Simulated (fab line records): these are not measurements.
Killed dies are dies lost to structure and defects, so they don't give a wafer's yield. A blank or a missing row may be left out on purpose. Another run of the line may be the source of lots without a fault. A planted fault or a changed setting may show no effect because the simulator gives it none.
Which tool did it? || flow n5_finfet || 10 lots, 27 wafers sampled, at 5 steps of a route of 1938

## WHAT EACH GAUGE READ, for each wafer
N5_BEOL_M4_RC_MEAS_101.
{"lot": "L438", "measured": "day 9 08:19", "on": "prober-01", "DIBL_N (mV/V)": "37.3 35.1 38.7", "DIBL_P (mV/V)": "37.6 34.8 39.2", "IOFF_N (nA/um)": "0.186 0.148 0.218", "IOFF_P (nA/um)": "0.275 0.214 0.307", "ION_N (uA/um)": "672 670 690", "ION_P (uA/um)": "470 469 478", "SS_N (mV/dec)": "72.6 71.1 73.0", "SS_P (mV/dec)": "73.6 72.8 73.3", "VT_N (mV)": "245.2 250.7 246.7", "VT_P (mV)": "-245.2 -248.0 -243.2"}
{"lot": "L439", "measured": "day 9 11:50", "on": "prober-02", "DIBL_N (mV/V)": "35.4 35.8", "DIBL_P (mV/V)": "35.4 35.4", "IOFF_N (nA/um)": "0.143 0.147", "IOFF_P (nA/um)": "0.196 0.200", "ION_N (uA/um)": "674 677", "ION_P (uA/um)": "466 456", "SS_N (mV/dec)": "71.4 70.9", "SS_P (mV/dec)": "72.8 72.8", "VT_N (mV)": "250.7 249.8", "VT_P (mV)": "-251.0 -250.4"}
{"lot": "L441", "measured": "day 10 07:00", "on": "prober-01", "DIBL_N (mV/V)": "36.8 36.9 35.7", "DIBL_P (mV/V)": "37.2 35.8 35.7", "IOFF_N (nA/um)": "0.170 0.168 0.149", "IOFF_P (nA/um)": "0.235 0.222 0.217", "ION_N (uA/um)": "681 685 671", "ION_P (uA/um)": "470 469 467", "SS_N (mV/dec)": "72.2 70.7 71.8", "SS_P (mV/dec)": "73.8 73.4 73.9", "VT_N (mV)": "248.3 248.3 252.0", "VT_P (mV)": "-249.1 -250.4 -249.9"}
{"lot": "L444", "measured": "day 10 11:12", "on": "prober-02", "DIBL_N (mV/V)": "35.7 37.4", "DIBL_P (mV/V)": "35.8 38.2", "IOFF_N (nA/um)": "0.135 0.169", "IOFF_P (nA/um)": "0.180 0.213", "ION_N (uA/um)": "675 686", "ION_P (uA/um)": "460 464", "SS_N (mV/dec)": "71.3 71.9", "SS_P (mV/dec)": "73.6 73.1", "VT_N (mV)": "253.1 247.4", "VT_P (mV)": "-249.9 -251.0"}
{"lot": "L445", "measured": "day 10 20:38", "on": "prober-01", "DIBL_N (mV/V)": "35.1 35.5", "DIBL_P (mV/V)": "34.6 34.3", "IOFF_N (nA/um)": "0.125 0.130", "IOFF_P (nA/um)": "0.201 0.203", "ION_N (uA/um)": "666 668", "ION_P (uA/um)": "466 463", "SS_N (mV/dec)": "70.8 71.7", "SS_P (mV/dec)": "72.6 73.0", "VT_N (mV)": "253.6 253.1", "VT_P (mV)": "-245.9 -245.9"}
{"lot": "L452", "measured": "day 12 15:20", "on": "prober-01", "DIBL_N (mV/V)": "34.7 35.2 34.3", "DIBL_P (mV/V)": "36.2 36.0 35.4", "IOFF_N (nA/um)": "0.135 0.140 0.126", "IOFF_P (nA/um)": "0.171 0.176 0.161", "ION_N (uA/um)": "677 667 663", "ION_P (uA/um)": "456 455 456", "SS_N (mV/dec)": "71.2 71.5 71.2", "SS_P (mV/dec)": "72.8 73.7 73.0", "VT_N (mV)": "253.7 252.1 253.5", "VT_P (mV)": "-255.0 -255.3 -255.1"}
{"lot": "L453", "measured": "day 13 16:50", "on": "prober-02", "DIBL_N (mV/V)": "34.6 36.1 35.8", "DIBL_P (mV/V)": "34.6 35.9 36.2", "IOFF_N (nA/um)": "0.142 0.158 0.146", "IOFF_P (nA/um)": "0.180 0.198 0.207", "ION_N (uA/um)": "679 679 666", "ION_P (uA/um)": "461 460 456", "SS_N (mV/dec)": "70.4 71.5 71.8", "SS_P (mV/dec)": "72.8 73.5 73.4", "VT_N (mV)": "248.7 250.2 252.1", "VT_P (mV)": "-251.5 -250.3 -248.1"}
{"lot": "L455", "measured": "day 13 21:12", "on": "prober-01", "DIBL_N (mV/V)": "35.8 32.8 34.9", "DIBL_P (mV/V)": "38.0 34.6 37.1", "IOFF_N (nA/um)": "0.168 0.121 0.152", "IOFF_P (nA/um)": "0.216 0.176 0.203", "ION_N (uA/um)": "673 669 685", "ION_P (uA/um)": "462 460 474", "SS_N (mV/dec)": "71.5 71.3 71.5", "SS_P (mV/dec)": "73.4 72.8 73.5", "VT_N (mV)": "249.3 251.3 252.4", "VT_P (mV)": "-252.6 -253.5 -249.4"}
{"lot": "L456", "measured": "day 14 01:19", "on": "prober-02", "DIBL_N (mV/V)": "37.1 36.4 36.6", "DIBL_P (mV/V)": "38.5 37.5 37.4", "IOFF_N (nA/um)": "0.190 0.170 0.165", "IOFF_P (nA/um)": "0.239 0.215 0.209", "ION_N (uA/um)": "690 691 679", "ION_P (uA/um)": "472 468 462", "SS_N (mV/dec)": "71.4 71.4 71.7", "SS_P (mV/dec)": "74.4 74.6 73.0", "VT_N (mV)": "247.0 248.6 249.0", "VT_P (mV)": "-248.6 -250.0 -248.8"}
{"lot": "L458", "measured": "day 15 00:24", "on": "prober-02", "DIBL_N (mV/V)": "35.8 35.0 35.3", "DIBL_P (mV/V)": "35.8 34.7 34.6", "IOFF_N (nA/um)": "0.145 0.134 0.136", "IOFF_P (nA/um)": "0.211 0.189 0.192", "ION_N (uA/um)": "689 679 672", "ION_P (uA/um)": "473 469 462", "SS_N (mV/dec)": "70.6 70.9 70.7", "SS_P (mV/dec)": "72.9 72.8 73.1", "VT_N (mV)": "248.5 250.8 250.5", "VT_P (mV)": "-249.6 -249.5 -249.6"}

## TOOL THAT RAN EACH LOT (tool first, then ch and the chambers of the sampled wafers, then the start)
{"lot": "L438", "N5_GATE_CUT_DESCUM_18": "rie_diel-04 ch 1,2,3, day 5 09:07", "N5_GATE_CUT_CUT_ETCH_54": "rie_metal-02 ch 0,1, day 5 09:34", "N5_GATE_CUT_VAPOR_ETCH_51": "rie_metal-02 ch 0,1, day 5 09:44", "N5_GATE_CUT_ALD_22": "ald_sin-03 ch 0,1,3, day 5 09:58"}
{"lot": "L439", "N5_GATE_CUT_DESCUM_18": "rie_diel-04 ch 0,1, day 5 20:07", "N5_GATE_CUT_CUT_ETCH_54": "rie_metal-02 ch 0,1, day 5 20:35", "N5_GATE_CUT_VAPOR_ETCH_51": "rie_metal-02 ch 0,1, day 5 20:46", "N5_GATE_CUT_ALD_22": "ald_sin-04 ch 0,2, day 5 21:02"}
{"lot": "L441", "N5_GATE_CUT_DESCUM_18": "rie_diel-01 ch 0,1,3, day 6 02:38", "N5_GATE_CUT_CUT_ETCH_54": "rie_metal-03 ch 0, day 6 03:09", "N5_GATE_CUT_VAPOR_ETCH_51": "rie_metal-03 ch 0, day 6 03:31", "N5_GATE_CUT_ALD_22": "ald_sin-02 ch 0,2,3, day 6 04:07"}
{"lot": "L444", "N5_GATE_CUT_DESCUM_18": "rie_diel-01 ch 1,2, day 6 21:16", "N5_GATE_CUT_CUT_ETCH_54": "rie_metal-02 ch 0,1, day 6 21:43", "N5_GATE_CUT_VAPOR_ETCH_51": "rie_metal-02 ch 0,1, day 6 21:53", "N5_GATE_CUT_ALD_22": "ald_sin-04 ch 1,3, day 6 22:18"}
{"lot": "L445", "N5_GATE_CUT_DESCUM_18": "rie_diel-02 ch 0,2, day 7 02:49", "N5_GATE_CUT_CUT_ETCH_54": "rie_metal-02 ch 0,1, day 7 03:16", "N5_GATE_CUT_VAPOR_ETCH_51": "rie_metal-02 ch 0,1, day 7 03:27", "N5_GATE_CUT_ALD_22": "ald_sin-04 ch 1,3, day 7 03:39"}
{"lot": "L452", "N5_GATE_CUT_DESCUM_18": "rie_diel-01 ch 1,2, day 8 21:17", "N5_GATE_CUT_CUT_ETCH_54": "rie_metal-03 ch 0,1, day 8 21:44", "N5_GATE_CUT_VAPOR_ETCH_51": "rie_metal-03 ch 0,1, day 8 21:55", "N5_GATE_CUT_ALD_22": "ald_sin-04 ch 1,2, day 8 23:47"}
{"lot": "L453", "N5_GATE_CUT_DESCUM_18": "rie_diel-04 ch 0,2,3, day 9 01:37", "N5_GATE_CUT_CUT_ETCH_54": "rie_metal-01 ch 0,1, day 9 02:04", "N5_GATE_CUT_VAPOR_ETCH_51": "rie_metal-01 ch 0,1, day 9 02:15", "N5_GATE_CUT_ALD_22": "ald_sin-04 ch 0,2,3, day 9 02:27"}
{"lot": "L455", "N5_GATE_CUT_DESCUM_18": "rie_diel-02 ch 2,3, day 9 13:23", "N5_GATE_CUT_CUT_ETCH_54": "rie_metal-02 ch 0,1, day 9 13:50", "N5_GATE_CUT_VAPOR_ETCH_51": "rie_metal-02 ch 0,1, day 9 14:01", "N5_GATE_CUT_ALD_22": "ald_sin-03 ch 1,3, day 9 14:14"}
{"lot": "L456", "N5_GATE_CUT_DESCUM_18": "rie_diel-02 ch 0,1,2, day 9 22:01", "N5_GATE_CUT_CUT_ETCH_54": "rie_metal-02 ch 0,1, day 9 22:29", "N5_GATE_CUT_VAPOR_ETCH_51": "rie_metal-02 ch 0,1, day 9 22:40", "N5_GATE_CUT_ALD_22": "ald_sin-03 ch 0,1,3, day 9 22:52"}
{"lot": "L458", "N5_GATE_CUT_DESCUM_18": "rie_diel-02 ch 1,2,3, day 10 08:27", "N5_GATE_CUT_CUT_ETCH_54": "rie_metal-03 ch 0,1, day 10 08:55", "N5_GATE_CUT_VAPOR_ETCH_51": "rie_metal-03 ch 0,1, day 10 09:05", "N5_GATE_CUT_ALD_22": "ald_sin-02 ch 0,1,3, day 10 09:17"}
- N5_GATE_CUT_DESCUM_18: chemistry O2, time 7 s.
- N5_GATE_CUT_CUT_ETCH_54: etches TiN in Cl2/BCl3, target depth 96.7 nm.
- N5_GATE_CUT_VAPOR_ETCH_51: etches HfO2 in BCl3/Cl2.
- N5_GATE_CUT_ALD_22: deposits SiNx, target thk 16 nm, pulse time 1 s, ald cycles 320.

## WHAT THE TOOLS THEMSELVES READ (means of the sampled wafers that have a number; where no wafer has one, the mark that the record gives instead)
N5_GATE_CUT_DESCUM_18.
{"lot": "L438", "tool": "rie_diel-04", "drypump_motor_current_A (A)": 5.3, "oes_product_au (a.u.)": 0.78, "rf_vpp_V (V)": 243.2, "showerhead_plenum_p_Torr (Torr)": 2.06, "throttle_valve_pct (%)": 20.39}
{"lot": "L439", "tool": "rie_diel-04", "drypump_motor_current_A (A)": 5.1, "oes_product_au (a.u.)": 0.81, "rf_vpp_V (V)": 244.8, "showerhead_plenum_p_Torr (Torr)": 2.10, "throttle_valve_pct (%)": 20.45}
{"lot": "L441", "tool": "rie_diel-01", "drypump_motor_current_A (A)": 5.7, "oes_product_au (a.u.)": 0.75, "rf_vpp_V (V)": 242.7, "showerhead_plenum_p_Torr (Torr)": 2.09, "throttle_valve_pct (%)": 20.44}
{"lot": "L444", "tool": "rie_diel-01", "drypump_motor_current_A (A)": 5.5, "oes_product_au (a.u.)": 0.80, "rf_vpp_V (V)": 243.7, "showerhead_plenum_p_Torr (Torr)": 2.06, "throttle_valve_pct (%)": 20.36}
{"lot": "L445", "tool": "rie_diel-02", "drypump_motor_current_A (A)": 5.9, "oes_product_au (a.u.)": 0.72, "rf_vpp_V (V)": 242.5, "showerhead_plenum_p_Torr (Torr)": 2.08, "throttle_valve_pct (%)": 20.39}
{"lot": "L452", "tool": "rie_diel-01", "drypump_motor_current_A (A)": 5.6, "oes_product_au (a.u.)": 0.77, "rf_vpp_V (V)": 242.3, "showerhead_plenum_p_Torr (Torr)": 2.06, "throttle_valve_pct (%)": 20.54}
{"lot": "L453", "tool": "rie_diel-04", "drypump_motor_current_A (A)": 5.2, "oes_product_au (a.u.)": 0.82, "rf_vpp_V (V)": 244.0, "showerhead_plenum_p_Torr (Torr)": 2.19, "throttle_valve_pct (%)": 20.28}
{"lot": "L455", "tool": "rie_diel-02", "drypump_motor_current_A (A)": 6.0, "oes_product_au (a.u.)": 0.72, "rf_vpp_V (V)": 243.0, "showerhead_plenum_p_Torr (Torr)": 2.05, "throttle_valve_pct (%)": 20.40}
{"lot": "L456", "tool": "rie_diel-02", "drypump_motor_current_A (A)": 5.8, "oes_product_au (a.u.)": 0.79, "rf_vpp_V (V)": 244.3, "showerhead_plenum_p_Torr (Torr)": 2.12, "throttle_valve_pct (%)": 20.36}
{"lot": "L458", "tool": "rie_diel-02", "drypump_motor_current_A (A)": 5.9, "oes_product_au (a.u.)": 0.78, "rf_vpp_V (V)": 244.1, "showerhead_plenum_p_Torr (Torr)": 2.12, "throttle_valve_pct (%)": 20.37}

N5_GATE_CUT_CUT_ETCH_54.
{"lot": "L438", "tool": "rie_metal-02", "bcl3_flow_sccm (sccm)": 21.77, "drypump_motor_current_A (A)": 5.99, "etch_rf_on_time_s (s)": 36.2, "oes_ar_750_au (a.u.)": 0.81, "oes_product_au (a.u.)": 0.73, "throttle_valve_pct (%)": 22.13}
{"lot": "L439", "tool": "rie_metal-02", "bcl3_flow_sccm (sccm)": 21.70, "drypump_motor_current_A (A)": 5.91, "etch_rf_on_time_s (s)": 40.2, "oes_ar_750_au (a.u.)": 0.82, "oes_product_au (a.u.)": 0.71, "throttle_valve_pct (%)": 22.23}
{"lot": "L441", "tool": "rie_metal-03", "bcl3_flow_sccm (sccm)": 21.74, "drypump_motor_current_A (A)": 5.81, "etch_rf_on_time_s (s)": 36.5, "oes_ar_750_au (a.u.)": 0.86, "oes_product_au (a.u.)": 0.79, "throttle_valve_pct (%)": 21.76}
{"lot": "L444", "tool": "rie_metal-02", "bcl3_flow_sccm (sccm)": 21.84, "drypump_motor_current_A (A)": 5.95, "etch_rf_on_time_s (s)": 44.5, "oes_ar_750_au (a.u.)": 0.81, "oes_product_au (a.u.)": 0.67, "throttle_valve_pct (%)": 22.29}
{"lot": "L445", "tool": "rie_metal-02", "bcl3_flow_sccm (sccm)": 21.70, "drypump_motor_current_A (A)": 5.88, "etch_rf_on_time_s (s)": 40.5, "oes_ar_750_au (a.u.)": 0.81, "oes_product_au (a.u.)": 0.71, "throttle_valve_pct (%)": 22.23}
{"lot": "L452", "tool": "rie_metal-03", "bcl3_flow_sccm (sccm)": 21.77, "drypump_motor_current_A (A)": 5.93, "etch_rf_on_time_s (s)": 36.8, "oes_ar_750_au (a.u.)": 0.90, "oes_product_au (a.u.)": 0.81, "throttle_valve_pct (%)": 22.11}
{"lot": "L453", "tool": "rie_metal-01", "bcl3_flow_sccm (sccm)": 21.72, "drypump_motor_current_A (A)": 5.91, "etch_rf_on_time_s (s)": 37.0, "oes_ar_750_au (a.u.)": 0.74, "oes_product_au (a.u.)": 0.67, "throttle_valve_pct (%)": 22.36}
{"lot": "L455", "tool": "rie_metal-02", "bcl3_flow_sccm (sccm)": 21.71, "drypump_motor_current_A (A)": 6.00, "etch_rf_on_time_s (s)": 36.1, "oes_ar_750_au (a.u.)": 0.77, "oes_product_au (a.u.)": 0.70, "throttle_valve_pct (%)": 22.17}
{"lot": "L456", "tool": "rie_metal-02", "bcl3_flow_sccm (sccm)": 21.83, "drypump_motor_current_A (A)": 5.99, "etch_rf_on_time_s (s)": 35.9, "oes_ar_750_au (a.u.)": 0.76, "oes_product_au (a.u.)": 0.70, "throttle_valve_pct (%)": 22.16}
{"lot": "L458", "tool": "rie_metal-03", "bcl3_flow_sccm (sccm)": 21.77, "drypump_motor_current_A (A)": 5.95, "etch_rf_on_time_s (s)": 36.7, "oes_ar_750_au (a.u.)": 0.88, "oes_product_au (a.u.)": 0.80, "throttle_valve_pct (%)": 22.13}

N5_GATE_CUT_VAPOR_ETCH_51.
{"lot": "L438", "tool": "rie_metal-02", "drypump_motor_current_A (A)": 6.00, "oes_product_au (a.u.)": 0.81}
{"lot": "L439", "tool": "rie_metal-02", "drypump_motor_current_A (A)": 5.92, "oes_product_au (a.u.)": 0.83}
{"lot": "L441", "tool": "rie_metal-03", "drypump_motor_current_A (A)": 5.77, "oes_product_au (a.u.)": 0.87}
{"lot": "L444", "tool": "rie_metal-02", "drypump_motor_current_A (A)": 5.92, "oes_product_au (a.u.)": 0.82}
{"lot": "L445", "tool": "rie_metal-02", "drypump_motor_current_A (A)": 5.90, "oes_product_au (a.u.)": 0.82}
{"lot": "L452", "tool": "rie_metal-03", "drypump_motor_current_A (A)": 5.95, "oes_product_au (a.u.)": 0.90}
{"lot": "L453", "tool": "rie_metal-01", "drypump_motor_current_A (A)": 5.90, "oes_product_au (a.u.)": 0.74}
{"lot": "L455", "tool": "rie_metal-02", "drypump_motor_current_A (A)": 5.98, "oes_product_au (a.u.)": 0.77}
{"lot": "L456", "tool": "rie_metal-02", "drypump_motor_current_A (A)": 5.97, "oes_product_au (a.u.)": 0.77}
{"lot": "L458", "tool": "rie_metal-03", "drypump_motor_current_A (A)": 5.93, "oes_product_au (a.u.)": 0.89}

N5_GATE_CUT_ALD_22.
{"lot": "L438", "tool": "ald_sin-03", "heater_power_w (W)": 824, "precursor_pulse_height_rel": 1.002}
{"lot": "L439", "tool": "ald_sin-04", "heater_power_w (W)": 920, "precursor_pulse_height_rel": 0.990}
{"lot": "L441", "tool": "ald_sin-02", "heater_power_w (W)": 965, "precursor_pulse_height_rel": 0.996}
{"lot": "L444", "tool": "ald_sin-04", "heater_power_w (W)": 802, "precursor_pulse_height_rel": 1.005}
{"lot": "L445", "tool": "ald_sin-04", "heater_power_w (W)": 803, "precursor_pulse_height_rel": 0.992}
{"lot": "L452", "tool": "ald_sin-04", "heater_power_w (W)": 819, "precursor_pulse_height_rel": 0.991}
{"lot": "L453", "tool": "ald_sin-04", "heater_power_w (W)": 905, "precursor_pulse_height_rel": 1.006}
{"lot": "L455", "tool": "ald_sin-03", "heater_power_w (W)": 803, "precursor_pulse_height_rel": 1.017}
{"lot": "L456", "tool": "ald_sin-03", "heater_power_w (W)": 832, "precursor_pulse_height_rel": 1.003}
{"lot": "L458", "tool": "ald_sin-02", "heater_power_w (W)": 930, "precursor_pulse_height_rel": 1.021}

## THE ANSWER, worked out from the rows above alone
Rule: the usual values come from the lots themselves. The widest of any qualifying gaps counts: lots, ordered by their means at a reading, are off when they make up no more than a third of the lots, leave a main group of 4 or more, and stand apart from it by 3 or more times the standard deviation of that group's means. Not used: any main group whose means are identical at the precision the tables above print for the reading. A lot without any number at a reading at which 4 lots or more have one is off too. Where the step has rows for the other lots, those lots are counted as sound. After the gauges, taken in route order, come the tools' own readings; for these a lot's mean is taken, as printed above. At the first step where some lot is off, the reading lying furthest off is the one used; lots without a number count as furthest.
Off, at N5_GATE_CUT_CUT_ETCH_54 on etch_rf_on_time_s: L439, L444, L445. The main group has a mean of 36.5 s with a standard deviation of 0.37.
If a tool, at that step or one of the process steps before it, ran each lot that is off and ran no sound lot following the first of them, it fits. Of those tried, none fits.

## WHAT THE SIMULATOR HAD PUT IN
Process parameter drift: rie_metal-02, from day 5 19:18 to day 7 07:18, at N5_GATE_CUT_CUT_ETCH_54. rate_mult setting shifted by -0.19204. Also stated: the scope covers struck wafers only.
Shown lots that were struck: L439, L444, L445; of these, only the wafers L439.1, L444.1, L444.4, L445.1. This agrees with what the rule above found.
